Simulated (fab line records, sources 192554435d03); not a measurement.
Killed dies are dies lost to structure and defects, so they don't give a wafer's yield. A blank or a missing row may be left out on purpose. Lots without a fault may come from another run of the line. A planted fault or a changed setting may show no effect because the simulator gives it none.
Chamber matching | flow n5_finfet | N5_BEOL_M3_PRE_CLEAN_60 on cvd_co-02: 3 sister chambers
The step time 15 s. 45 wafers are shown with their chamber, then 12 later ones without.

WAFERS WITH THEIR CHAMBER
wafer  | chamber | heater_power_w (W)
L074.1 | 2       | 87
L074.4 | 2       | 87
L074.6 | 0       | 48
L075.1 | 0       | 48
L075.2 | 1       | 82
L075.4 | 0       | 48
L076.1 | 0       | 47
L076.3 | 2       | 88
L076.5 | 0       | 49
L079.1 | 2       | 90
L079.2 | 0       | 50
L079.3 | 1       | 80
L079.4 | 1       | 83
L079.5 | 0       | 49
L079.6 | 2       | 86
L080.2 | 0       | 48
L080.4 | 2       | 85
L080.5 | 0       | 48
L083.1 | 1       | 82
L083.2 | 2       | 88
L083.3 | 0       | 48
L083.4 | 2       | 87
L083.5 | 0       | 49
L083.6 | 1       | 83
L082.1 | 1       | 81
L082.2 | 2       | 88
L082.3 | 0       | 48
L082.4 | 2       | 87
L082.5 | 0       | 48
L082.6 | 1       | 80
L084.1 | 2       | 88
L084.2 | 0       | 48
L084.3 | 1       | 78
L086.3 | 2       | 86
L086.4 | 2       | 89
L086.6 | 0       | 48
L087.1 | 0       | 47
L087.2 | 2       | 88
L087.3 | 1       | 81
L087.4 | 1       | 81
L087.5 | 0       | 49
L087.6 | 2       | 88
L088.3 | 2       | 88
L088.4 | 0       | 48
L088.6 | 2       | 90

SIGNATURES (means of the wafers above)
reading        | chamber 0 | chamber 1 | chamber 2 | scatter within a chamber
heater_power_w | 48.22     | 81.10     | 87.65     | 1.17
Rule: a wafer's distance from a chamber is the root of the sum, over the readings, of the square of ((its reading less the chamber's mean) divided by the reading's scatter). The wafer belongs to the nearest chamber; if the next one is less than 2 further off, it can't be placed. The scatter: the root of (the sum of the squares of (reading less its chamber's mean) over the shown wafers, divided by (wafers less chambers)).

WAFERS WITHOUT THEIR CHAMBER
wafer  | heater_power_w (W)
L090.2 | 48
L090.5 | 79
L090.6 | 48
L091.1 | 81
L091.4 | 89
L091.5 | 82
L093.1 | 85
L093.3 | 81
L093.4 | 48
L095.1 | 48
L095.2 | 91
L095.3 | 80

WHICH CHAMBER EACH WENT THROUGH
wafer  | from the rows above     | in truth
L090.2 | 0                       | 0
L090.5 | 1                       | 1
L090.6 | 0                       | 0
L091.1 | 1                       | 1
L091.4 | 2                       | 2
L091.5 | 1                       | 1
L093.1 | can't be placed: 2 or 1 | 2
L093.3 | 1                       | 1
L093.4 | 0                       | 0
L095.1 | 0                       | 0
L095.2 | 2                       | 2
L095.3 | 1                       | 1
Placed correctly: 11 of 12. Can't be placed from these rows: 1 (the true chamber is among the candidates in 1). Placed wrongly: 0.
